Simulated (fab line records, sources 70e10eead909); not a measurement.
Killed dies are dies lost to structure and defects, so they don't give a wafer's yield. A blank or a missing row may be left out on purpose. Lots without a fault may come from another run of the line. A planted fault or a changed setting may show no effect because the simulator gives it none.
Which tool did it? | flow nand_harc | 13 lots, 39 wafers sampled, at 5 steps of a route of 1302

WHAT THE GAUGES READ, wafer by wafer
NHARC_A_CHANNEL_HOLE_D2_CD_MEAS_31.
lot  | measured     | on        | cd_nm (nm)
L192 | day 13 17:28 | cd_sem-01 | 88.1 87.3 88.5
L194 | day 14 08:13 | cd_sem-01 | 91.6 89.2 87.3
L196 | day 15 00:55 | cd_sem-01 | 93.3 91.5 93.5
L197 | day 15 17:51 | cd_sem-02 | 92.8 88.9 89.7
L201 | day 17 15:34 | cd_sem-03 | 91.6 90.5 90.6
L202 | day 17 17:02 | cd_sem-01 | 89.8 91.0 85.5
L205 | day 19 02:52 | cd_sem-01 | 86.9 87.8 85.4
L209 | day 20 00:12 | cd_sem-03 | 88.3 90.4 88.1
L211 | day 21 01:16 | cd_sem-03 | 90.1 88.7 90.1
L210 | day 21 03:41 | cd_sem-03 | 89.6 91.6 89.7
L212 | day 21 17:26 | cd_sem-03 | 90.6 90.9 88.8
L213 | day 22 09:08 | cd_sem-02 | 91.9 89.5 87.8
L214 | day 22 13:18 | cd_sem-02 | 86.5 91.5 89.4

NHARC_END_SORT_01.
lot  | measured     | on        | killed_at_array | killed_at_other | killed_at_periphery | killed_dies | killed_open | killed_short
L202 | day 28 19:11 | prober-02 | 68 60 49        | 2 1 1           | 6 2 1               | 76 63 51    | 7 0 6       | 6 3 0
L205 | day 30 01:06 | prober-02 | 47 51 39        | 3 2 1           | 2 3 1               | 52 56 41    | 6 3 3       | 3 1 1
L212 | day 32 04:50 | prober-02 | 64 63 66        | 1 0 0           | 6 3 2               | 71 66 68    | 2 0 2       | 6 1 1

WHICH TOOL RAN EACH LOT (tool, then ch and the chambers of the sampled wafers, then the start)
lot  | NHARC_A_CHANNEL_HOLE_D2_ETCH_23  | NHARC_A_CHANNEL_HOLE_D2_ETCH_25  | NHARC_A_CHANNEL_FILL_D2_ALD_15
L192 | har_etch-02 ch 0,1, day 13 13:23 | har_etch-02 ch 0,1, day 13 14:51 | ald_sin_batch-01 ch 0, day 14 03:59
L194 | har_etch-01 ch 0,1, day 14 04:14 | har_etch-01 ch 0,1, day 14 05:44 | ald_sin_batch-03 ch 0, day 14 18:46
L196 | har_etch-01 ch 0,1, day 14 21:04 | har_etch-01 ch 0,1, day 14 22:36 | ald_sin_batch-02 ch 0, day 15 10:37
L197 | har_etch-02 ch 0,1, day 15 13:46 | har_etch-02 ch 0,1, day 15 15:14 | ald_sin_batch-01 ch 0, day 16 04:05
L201 | har_etch-02 ch 0,1, day 17 11:27 | har_etch-02 ch 0,1, day 17 12:55 | ald_sin_batch-02 ch 0, day 18 02:05
L202 | har_etch-01 ch 0,1, day 17 13:03 | har_etch-01 ch 0,1, day 17 14:33 | ald_sin_batch-02 ch 0, day 18 02:05
L205 | har_etch-02 ch 0,1, day 18 22:46 | har_etch-02 ch 0,1, day 19 00:15 | ald_sin_batch-03 ch 0, day 19 14:54
L209 | har_etch-02 ch 0,1, day 19 20:29 | har_etch-02 ch 0,1, day 19 22:01 | ald_sin_batch-01 ch 0, day 20 10:41
L211 | har_etch-02 ch 0,1, day 20 21:16 | har_etch-02 ch 0,1, day 20 22:47 | ald_sin_batch-01 ch 0, day 21 12:29
L210 | har_etch-01 ch 0,1, day 20 23:36 | har_etch-01 ch 0,1, day 21 01:04 | ald_sin_batch-01 ch 0, day 21 12:29
L212 | har_etch-02 ch 0,1, day 21 13:21 | har_etch-02 ch 0,1, day 21 14:49 | ald_sin_batch-03 ch 0, day 22 04:13
L213 | har_etch-01 ch 0,1, day 22 05:10 | har_etch-01 ch 0,1, day 22 06:40 | ald_sin_batch-03 ch 0, day 22 19:34
L214 | har_etch-01 ch 0,1, day 22 09:12 | har_etch-01 ch 0,1, day 22 10:41 | ald_sin_batch-03 ch 0, day 23 00:05
- NHARC_A_CHANNEL_HOLE_D2_ETCH_23: etches the open film in C4F8/O2/Ar, time 819 s, target depth 1600 nm.
- NHARC_A_CHANNEL_HOLE_D2_ETCH_25: etches the open film in C4F8/O2/Ar, time 1040.2 s, target depth 1500 nm.
- NHARC_A_CHANNEL_FILL_D2_ALD_15: deposits SiNx, target thk 2 nm, pulse time 60 s, ald cycles 19.

WHAT THE TOOLS THEMSELVES READ (means of the sampled wafers that have a number; where no wafer has one, the mark that the record gives instead)
NHARC_A_CHANNEL_HOLE_D2_ETCH_23.
lot  | tool        | drypump_motor_current_A (A) | showerhead_plenum_p_Torr (Torr) | throttle_valve_pct (%)
L192 | har_etch-02 | 5.6                         | 3.54                            | 32.148
L194 | har_etch-01 | 6.3                         | 3.51                            | 32.161
L196 | har_etch-01 | 6.1                         | 3.54                            | 32.150
L197 | har_etch-02 | 5.3                         | 3.63                            | 32.153
L201 | har_etch-02 | 5.6                         | 3.86                            | 32.153
L202 | har_etch-01 | 6.1                         | 3.52                            | 32.156
L205 | har_etch-02 | 5.6                         | 3.85                            | 32.159
L209 | har_etch-02 | 5.6                         | 3.84                            | 32.154
L211 | har_etch-02 | 5.3                         | 3.75                            | 32.158
L210 | har_etch-01 | 6.3                         | 3.46                            | 32.143
L212 | har_etch-02 | 5.3                         | 3.75                            | 32.157
L213 | har_etch-01 | 6.3                         | 3.45                            | 32.149
L214 | har_etch-01 | 6.3                         | 3.45                            | 32.151

NHARC_A_CHANNEL_HOLE_D2_ETCH_25.
lot  | tool        | drypump_motor_current_A (A) | showerhead_plenum_p_Torr (Torr) | throttle_valve_pct (%)
L192 | har_etch-02 | 5.6                         | 3.54                            | 32.243
L194 | har_etch-01 | 6.3                         | 3.51                            | 32.231
L196 | har_etch-01 | 6.1                         | 3.53                            | 32.239
L197 | har_etch-02 | 5.3                         | 3.62                            | 32.228
L201 | har_etch-02 | 5.6                         | 3.85                            | 32.234
L202 | har_etch-01 | 6.1                         | 3.51                            | 32.247
L205 | har_etch-02 | 5.6                         | 3.84                            | 32.233
L209 | har_etch-02 | 5.6                         | 3.84                            | 32.235
L211 | har_etch-02 | 5.3                         | 3.75                            | 32.235
L210 | har_etch-01 | 6.3                         | 3.45                            | 32.235
L212 | har_etch-02 | 5.3                         | 3.74                            | 32.240
L213 | har_etch-01 | 6.3                         | 3.45                            | 32.226
L214 | har_etch-01 | 6.3                         | 3.45                            | 32.228

NHARC_A_CHANNEL_FILL_D2_ALD_15.
lot  | tool             | precursor_pulse_height_rel
L192 | ald_sin_batch-01 | 0.987
L194 | ald_sin_batch-03 | 1.014
L196 | ald_sin_batch-02 | 1.001
L197 | ald_sin_batch-01 | 1.000
L201 | ald_sin_batch-02 | 1.007
L202 | ald_sin_batch-02 | 1.022
L205 | ald_sin_batch-03 | 0.994
L209 | ald_sin_batch-01 | 0.993
L211 | ald_sin_batch-01 | 0.993
L210 | ald_sin_batch-01 | 1.016
L212 | ald_sin_batch-03 | 0.990
L213 | ald_sin_batch-03 | 1.009
L214 | ald_sin_batch-03 | 0.995

THE ANSWER, worked out from the rows above alone
Rule: what is usual is taken from the lots themselves. Put in order of their means at a reading, lots are off if they are a third of the lots or fewer, leave a main group of 4 or more, and stand apart from it by a gap of 3 or more times the standard deviation of the main group's means; of several such gaps the widest counts. A main group whose means are all the same, to the digits that the tables above print for the reading, isn't used. A lot without any number at a reading at which 4 lots or more have one is off too. The other lots that the step has rows for count as sound. The gauges are gone through in route order, then the tools' own readings, and for those a lot's mean is taken as printed above. The first step at which some lot is off is used, and at that step the reading that is off furthest; a lot without a number counts as furthest.
No lot is off at any reading shown: from this, nothing can be told.

WHAT THE SIMULATOR HAD PUT IN
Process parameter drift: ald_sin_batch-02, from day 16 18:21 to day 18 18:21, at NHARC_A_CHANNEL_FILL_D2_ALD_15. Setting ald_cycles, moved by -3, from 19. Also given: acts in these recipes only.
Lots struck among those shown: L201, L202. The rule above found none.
